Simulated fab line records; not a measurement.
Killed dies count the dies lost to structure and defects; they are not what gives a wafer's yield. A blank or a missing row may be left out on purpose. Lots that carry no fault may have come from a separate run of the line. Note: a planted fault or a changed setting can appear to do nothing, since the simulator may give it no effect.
What tool caused it?	flow nand_harc	72 wafers from 24 lots sampled at 6 of the route's 1302 steps

== WHAT EACH GAUGE READ, for each wafer ==
Not one reading of a measure or inspect step in the record can be checked against a usual standard deviation.

== WHICH TOOL RAN EACH LOT (tool, then ch and the chambers of the sampled wafers, then the start) ==
lot	NHARC_A_M1_ETCH_28	NHARC_A_M1_PVD_21	NHARC_A_M1_ANNEAL_31	NHARC_A_BONDPAD_ETCH_24	NHARC_A_BONDPAD_DEGAS_25	NHARC_A_BONDPAD_PVD_27
L074	rie_diel-04 ch 0,2,3, day 23 00:20 or earlier	pvd_sputter-03, day 23 00:20 or earlier	rtp_anneal-01 ch 0, day 23 00:20	rie_diel-07 ch 0,1,3, day 23 04:18 or earlier	pvd_sputter-02, day 23 04:18	pvd_sputter-02, no start
L075	rie_diel-05 ch 1,2,3, day 23 01:23 or earlier	pvd_sputter-01, day 23 01:23 or earlier	rtp_anneal-01 ch 0, day 23 01:23	rie_diel-11 ch 2,3, day 23 05:13 or earlier	pvd_sputter-01, day 23 05:13	pvd_sputter-01, no start
L076	rie_diel-09 ch 0,1,2, day 23 16:04 or earlier	pvd_sputter-03, day 23 16:04 or earlier	rtp_anneal-01 ch 0, day 23 16:04	rie_diel-11 ch 0,1,3, day 23 19:59 or earlier	pvd_sputter-03, day 23 19:59	pvd_sputter-03, no start
L077	rie_diel-05 ch 0,1,3, day 24 10:53 or earlier	pvd_sputter-01, day 24 10:53 or earlier	rtp_anneal-02 ch 0, day 24 10:53	rie_diel-07 ch 0,1,3, day 24 15:20 or earlier	pvd_sputter-01, day 24 15:20	pvd_sputter-01, no start
L078	rie_diel-05 ch 1,2,3, day 24 16:47 or earlier	pvd_sputter-02, day 24 16:47 or earlier	rtp_anneal-02 ch 0, day 24 16:47	rie_diel-11 ch 0,2,3, day 24 20:35 or earlier	pvd_sputter-02, day 24 20:35	pvd_sputter-02, no start
L080	rie_diel-05 ch 0,2,3, day 24 23:05 or earlier	pvd_sputter-03, day 24 23:05 or earlier	rtp_anneal-02 ch 0, day 24 23:05	rie_diel-07 ch 0,2,3, day 25 03:01 or earlier	pvd_sputter-01, day 25 03:01	pvd_sputter-01, no start
L079	rie_diel-04 ch 1,2,3, day 25 07:50 or earlier	pvd_sputter-03, day 25 07:50 or earlier	rtp_anneal-01 ch 0, day 25 07:50	rie_diel-07 ch 0,1,2, day 25 11:43 or earlier	pvd_sputter-03, day 25 11:43	pvd_sputter-03, no start
L081	rie_diel-04 ch 0,1,2, day 26 09:19 or earlier	pvd_sputter-01, day 26 09:19 or earlier	rtp_anneal-01 ch 0, day 26 09:19	rie_diel-03 ch 0,1,3, day 26 13:01 or earlier	pvd_sputter-03, day 26 13:01	pvd_sputter-03, no start
L083	rie_diel-04 ch 0,1,3, day 26 10:05 or earlier	pvd_sputter-02, day 26 10:05 or earlier	rtp_anneal-02 ch 0, day 26 10:05	rie_diel-07 ch 1,2,3, day 26 13:53 or earlier	pvd_sputter-03, day 26 13:53	pvd_sputter-03, no start
L082	rie_diel-09 ch 0,2,3, day 26 18:20 or earlier	pvd_sputter-02, day 26 18:20 or earlier	rtp_anneal-01 ch 0, day 26 18:20	rie_diel-07 ch 2,3, day 26 21:47	pvd_sputter-03, day 26 22:14	pvd_sputter-03, no start
L085	rie_diel-04 ch 1,2, day 27 20:46 or earlier	pvd_sputter-03, day 27 20:46 or earlier	rtp_anneal-02 ch 0, day 27 20:46	rie_diel-03 ch 0,2,3, day 28 00:19	pvd_sputter-02, day 28 00:43	pvd_sputter-02, no start
L084	rie_diel-05 ch 1,2,3, day 27 21:56 or earlier	pvd_sputter-01, day 27 21:56 or earlier	rtp_anneal-01 ch 0, day 27 21:56	rie_diel-11 ch 1,2, day 28 01:56 or earlier	pvd_sputter-02, day 28 01:56	pvd_sputter-02, no start
L086	rie_diel-05 ch 2,3, day 28 04:17 or earlier	pvd_sputter-03, day 28 04:17 or earlier	rtp_anneal-02 ch 0, day 28 04:17	rie_diel-11 ch 0,2, day 28 08:06 or earlier	pvd_sputter-03, day 28 08:06	pvd_sputter-03, no start
L087	rie_diel-05 ch 0,1, day 28 14:12 or earlier	pvd_sputter-01, day 28 14:12 or earlier	rtp_anneal-02 ch 0, day 28 14:12	rie_diel-11 ch 0,1,3, day 28 17:59 or earlier	pvd_sputter-02, day 28 17:59	pvd_sputter-02, no start
L088	rie_diel-04 ch 1,2, day 28 19:49 or earlier	pvd_sputter-02, day 28 19:49 or earlier	rtp_anneal-01 ch 0, day 28 19:49	rie_diel-07 ch 1,3, day 28 23:41 or earlier	pvd_sputter-02, day 28 23:41	pvd_sputter-02, no start
L089	rie_diel-04 ch 0,2,3, day 28 20:06 or earlier	pvd_sputter-02, day 28 20:06 or earlier	rtp_anneal-02 ch 0, day 28 20:06	rie_diel-11 ch 0,1,2, day 28 23:54 or earlier	pvd_sputter-03, day 28 23:54	pvd_sputter-03, no start
L091	rie_diel-05 ch 1,2, day 29 22:39 or earlier	pvd_sputter-01, day 29 22:39 or earlier	rtp_anneal-02 ch 0, day 29 22:39	rie_diel-11 ch 0,1,2, day 30 02:30 or earlier	pvd_sputter-02, day 30 02:30	pvd_sputter-02, no start
L090	rie_diel-05 ch 2,3, day 30 05:23 or earlier	pvd_sputter-01, day 30 05:23 or earlier	rtp_anneal-02 ch 0, day 30 05:23	rie_diel-07 ch 2,3, day 30 09:06 or earlier	pvd_sputter-02, day 30 09:06	pvd_sputter-02, no start
L092	rie_diel-09 ch 2,3, day 31 00:56 or earlier	pvd_sputter-03, day 31 00:56 or earlier	rtp_anneal-01 ch 0, day 31 00:56	rie_diel-07 ch 0,3, day 31 04:47 or earlier	pvd_sputter-02, day 31 04:47	pvd_sputter-02, no start
L093	rie_diel-04 ch 0,2, day 31 04:25 or earlier	pvd_sputter-01, day 31 04:25 or earlier	rtp_anneal-01 ch 0, day 31 04:25	rie_diel-07 ch 0,1, day 31 08:11 or earlier	pvd_sputter-02, day 31 08:11	pvd_sputter-02, no start
L096	rie_diel-09 ch 0,1,2, day 31 19:08 or earlier	pvd_sputter-02, day 31 19:08 or earlier	rtp_anneal-02 ch 0, day 31 19:08	rie_diel-07 ch 0,2,3, day 31 23:02 or earlier	pvd_sputter-02, day 31 23:02	pvd_sputter-02, no start
L095	rie_diel-05 ch 0,1,2, day 31 21:28 or earlier	pvd_sputter-01, day 31 21:28 or earlier	rtp_anneal-02 ch 0, day 31 21:28	rie_diel-03 ch 1,2,3, day 32 01:13 or earlier	pvd_sputter-01, day 32 01:13	pvd_sputter-01, no start
L097	rie_diel-04 ch 1,2, day 32 01:55 or earlier	pvd_sputter-02, day 32 01:55 or earlier	rtp_anneal-01 ch 0, day 32 01:55	rie_diel-07 ch 0,1,2, day 32 05:48 or earlier	pvd_sputter-03, day 32 05:48	pvd_sputter-03, no start
L094	rie_diel-09 ch 0,1,3, day 32 04:04 or earlier	pvd_sputter-01, day 32 04:04 or earlier	rtp_anneal-01 ch 0, day 32 04:04	rie_diel-07 ch 1,3, day 32 07:49 or earlier	pvd_sputter-02, day 32 07:49	pvd_sputter-02, no start
- NHARC_A_M1_ETCH_28: etches the open film in CF4/N2, target depth 30 nm, time 72.99 s.
- NHARC_A_M1_PVD_21: deposits Cu, target thk 30 nm, time 20.49 s.
- NHARC_A_M1_ANNEAL_31: time 90 s.
- NHARC_A_BONDPAD_ETCH_24: etches the open film in CF4/N2, target depth 30 nm, time 72.99 s.
- NHARC_A_BONDPAD_DEGAS_25: time 60 s.
- NHARC_A_BONDPAD_PVD_27: deposits Cu, target thk 30 nm, time 20.49 s.

== WHAT THE TOOLS THEMSELVES READ (means of the sampled wafers that have a number; where no wafer has one, the mark that the record gives instead) ==
NHARC_A_M1_ETCH_28. Usual: drypump_motor_current_A 5.9 A, standard deviation 0.54; oes_product_au 0.999 a.u., standard deviation 0.0074; rf_vpp_V 314.7 V, standard deviation 2.1; showerhead_plenum_p_Torr 2.66 Torr, standard deviation 0.12; throttle_valve_pct 19.795 %, standard deviation 0.0095.
lot	tool	drypump_motor_current_A (A)	oes_product_au (a.u.)	rf_vpp_V (V)	showerhead_plenum_p_Torr (Torr)	throttle_valve_pct (%)	flag
L074	rie_diel-04	6.1	1.002	314.6	2.70	19.798	
L075	rie_diel-05	6.0	0.994	314.9	2.64	19.792	
L076	rie_diel-09	6.2	1.005	315.0	2.66	19.782	
L077	rie_diel-05	5.6	0.995	314.8	2.67	19.785	
L078	rie_diel-05	6.0	0.990	314.1	2.64	19.801	
L080	rie_diel-05	5.5	1.000	312.6	2.57	19.799	
L079	rie_diel-04	6.1	1.001	315.2	2.67	19.795	
L081	rie_diel-04	5.7	1.000	315.8	2.73	19.800	
L083	rie_diel-04	5.8	0.997	314.5	2.64	19.795	
L082	rie_diel-09	6.0	1.005	315.3	2.74	19.788	
L085	rie_diel-04	6.0	0.997	316.6	2.75	19.793	
L084	rie_diel-05	6.0	1.001	314.6	2.63	19.799	
L086	rie_diel-05	5.8	0.999	312.4	2.53	19.796	
L087	rie_diel-05	5.9	1.005	315.9	2.70	19.799	
L088	rie_diel-04	5.7	1.002	315.3	2.70	19.790	
L089	rie_diel-04	6.1	0.990	315.1	2.70	19.801	
L091	rie_diel-05	6.1	1.003	313.2	2.56	19.795	
L090	rie_diel-05	5.7	0.992	314.4	2.60	19.795	
L092	rie_diel-09	6.2	1.006	316.9	2.72	19.794	
L093	rie_diel-04	6.0	0.999	316.8	2.79	19.795	
L096	rie_diel-09	6.2	1.007	314.2	2.65	19.795	
L095	rie_diel-05	5.8	0.995	314.3	2.60	19.790	
L097	rie_diel-04	6.0	0.993	316.7	2.75	19.796	
L094	rie_diel-09	6.2	0.998	315.1	2.69	19.791	

NHARC_A_M1_PVD_21. Usual: throttle_valve_pct 30.1 %, standard deviation 0.82.
lot	tool	throttle_valve_pct (%)	flag
L074	pvd_sputter-03	30.0	
L075	pvd_sputter-01	30.3	
L076	pvd_sputter-03	29.2	
L077	pvd_sputter-01	30.4	
L078	pvd_sputter-02	30.1	
L080	pvd_sputter-03	28.4	
L079	pvd_sputter-03	29.5	
L081	pvd_sputter-01	30.3	
L083	pvd_sputter-02	30.2	
L082	pvd_sputter-02	30.8	
L085	pvd_sputter-03	30.2	
L084	pvd_sputter-01	30.3	
L086	pvd_sputter-03	29.3	
L087	pvd_sputter-01	30.0	
L088	pvd_sputter-02	30.6	
L089	pvd_sputter-02	30.6	
L091	pvd_sputter-01	30.2	
L090	pvd_sputter-01	30.1	
L092	pvd_sputter-03	29.4	
L093	pvd_sputter-01	30.5	
L096	pvd_sputter-02	30.5	
L095	pvd_sputter-01	30.4	
L097	pvd_sputter-02	30.2	
L094	pvd_sputter-01	30.5	

NHARC_A_M1_ANNEAL_31. Usual: wafer_temp_C_max 225.96, standard deviation 0.28.
lot	tool	wafer_temp_C_max	flag
L074	rtp_anneal-01	226.05	
L075	rtp_anneal-01	226.17	
L076	rtp_anneal-01	225.92	
L077	rtp_anneal-02	225.77	
L078	rtp_anneal-02	225.81	
L080	rtp_anneal-02	225.97	
L079	rtp_anneal-01	226.10	
L081	rtp_anneal-01	226.18	
L083	rtp_anneal-02	225.79	
L082	rtp_anneal-01	226.01	
L085	rtp_anneal-02	225.77	
L084	rtp_anneal-01	226.05	
L086	rtp_anneal-02	225.83	
L087	rtp_anneal-02	225.80	
L088	rtp_anneal-01	226.06	
L089	rtp_anneal-02	225.70	
L091	rtp_anneal-02	226.08	
L090	rtp_anneal-02	225.77	
L092	rtp_anneal-01	226.00	
L093	rtp_anneal-01	226.03	
L096	rtp_anneal-02	225.76	
L095	rtp_anneal-02	225.94	
L097	rtp_anneal-01	226.11	
L094	rtp_anneal-01	226.09	

NHARC_A_BONDPAD_ETCH_24. Usual: drypump_motor_current_A 5.7 A, standard deviation 0.49; oes_product_au 1.000 a.u., standard deviation 0.0079; rf_vpp_V 314.3 V, standard deviation 1.7; showerhead_plenum_p_Torr 2.64 Torr, standard deviation 0.093; throttle_valve_pct 19.794 %, standard deviation 0.0085.
lot	tool	drypump_motor_current_A (A)	oes_product_au (a.u.)	rf_vpp_V (V)	showerhead_plenum_p_Torr (Torr)	throttle_valve_pct (%)	flag
L074	rie_diel-07	5.6	1.007	314.7	2.65	19.789	
L075	rie_diel-11	6.2	0.996	312.4	2.54	19.802	
L076	rie_diel-11	5.8	1.000	313.7	2.62	19.801	
L077	rie_diel-07	5.6	1.004	313.7	2.65	19.793	
L078	rie_diel-11	5.7	1.005	314.0	2.62	19.803	
L080	rie_diel-07	5.6	1.003	314.2	2.62	19.789	
L079	rie_diel-07	5.5	1.003	314.8	2.70	19.795	
L081	rie_diel-03	5.8	1.004	314.8	2.66	19.795	
L083	rie_diel-07	6.0	1.005	315.1	2.67	19.789	
L082	rie_diel-07	6.0	1.006	313.5	2.59	19.798	
L085	rie_diel-03	6.1	1.007	314.1	2.59	19.797	
L084	rie_diel-11	5.5	1.005	314.2	2.65	19.797	
L086	rie_diel-11	5.3	1.002	315.0	2.68	19.788	
L087	rie_diel-11	5.7	0.994	313.7	2.61	19.793	
L088	rie_diel-07	6.0	0.995	315.9	2.71	19.793	
L089	rie_diel-11	5.4	1.001	315.6	2.67	19.793	
L091	rie_diel-11	5.4	1.002	314.7	2.67	19.797	
L090	rie_diel-07	6.0	0.992	313.4	2.63	19.802	
L092	rie_diel-07	5.6	1.000	312.9	2.57	19.791	
L093	rie_diel-07	5.2	0.998	314.4	2.68	19.797	
L096	rie_diel-07	5.6	0.989	314.2	2.61	19.789	
L095	rie_diel-03	6.1	1.002	313.9	2.63	19.790	
L097	rie_diel-07	5.6	0.995	315.4	2.70	19.796	
L094	rie_diel-07	6.0	0.994	314.2	2.62	19.785	

NHARC_A_BONDPAD_DEGAS_25. Usual: heater_power_w 468 W, standard deviation 54.
lot	tool	heater_power_w (W)	flag
L074	pvd_sputter-02	434	
L075	pvd_sputter-01	457	
L076	pvd_sputter-03	449	
L077	pvd_sputter-01	438	
L078	pvd_sputter-02	430	
L080	pvd_sputter-01	449	
L079	pvd_sputter-03	451	
L081	pvd_sputter-03	481	
L083	pvd_sputter-03	487	
L082	pvd_sputter-03	446	
L085	pvd_sputter-02	504	
L084	pvd_sputter-02	466	
L086	pvd_sputter-03	440	
L087	pvd_sputter-02	473	
L088	pvd_sputter-02	435	
L089	pvd_sputter-03	416	
L091	pvd_sputter-02	468	
L090	pvd_sputter-02	445	
L092	pvd_sputter-02	492	
L093	pvd_sputter-02	519	
L096	pvd_sputter-02	502	
L095	pvd_sputter-01	467	
L097	pvd_sputter-03	471	
L094	pvd_sputter-02	442	

NHARC_A_BONDPAD_PVD_27. Usual: throttle_valve_pct 30.1 %, standard deviation 0.85.
lot	tool	throttle_valve_pct (%)	flag
L074	pvd_sputter-02	30.3	
L075	pvd_sputter-01	30.5	
L076	pvd_sputter-03	29.1	
L077	pvd_sputter-01	30.4	
L078	pvd_sputter-02	30.4	
L080	pvd_sputter-01	30.3	
L079	pvd_sputter-03	30.0	
L081	pvd_sputter-03	29.8	
L083	pvd_sputter-03	29.8	
L082	pvd_sputter-03	30.4	
L085	pvd_sputter-02	30.5	
L084	pvd_sputter-02	30.2	
L086	pvd_sputter-03	28.4	
L087	pvd_sputter-02	30.5	
L088	pvd_sputter-02	30.5	
L089	pvd_sputter-03	29.5	
L091	pvd_sputter-02	30.1	
L090	pvd_sputter-02	30.9	
L092	pvd_sputter-02	30.2	
L093	pvd_sputter-02	30.4	
L096	pvd_sputter-02	30.3	
L095	pvd_sputter-01	30.5	
L097	pvd_sputter-03	29.3	
L094	pvd_sputter-02	30.6	

== THE ANSWER, worked out from the rows above alone ==
Rule: take the mean of a lot's wafers that have a number; if it is more than 3 standard deviations from the usual mean, the lot is off. Also off: a lot with no number at a reading for which 4 or more lots have one. Any other lot the step has rows for is counted as sound. Order of review: gauges by route order, followed by the tools' own readings, for which a lot's mean as printed above is used. The first step at which some lot is off is used, and at that step the reading that is off furthest; a lot without a number counts as furthest.
Nothing can be told from this: no lot is off at any reading shown.

== WHAT THE SIMULATOR HAD PUT IN ==
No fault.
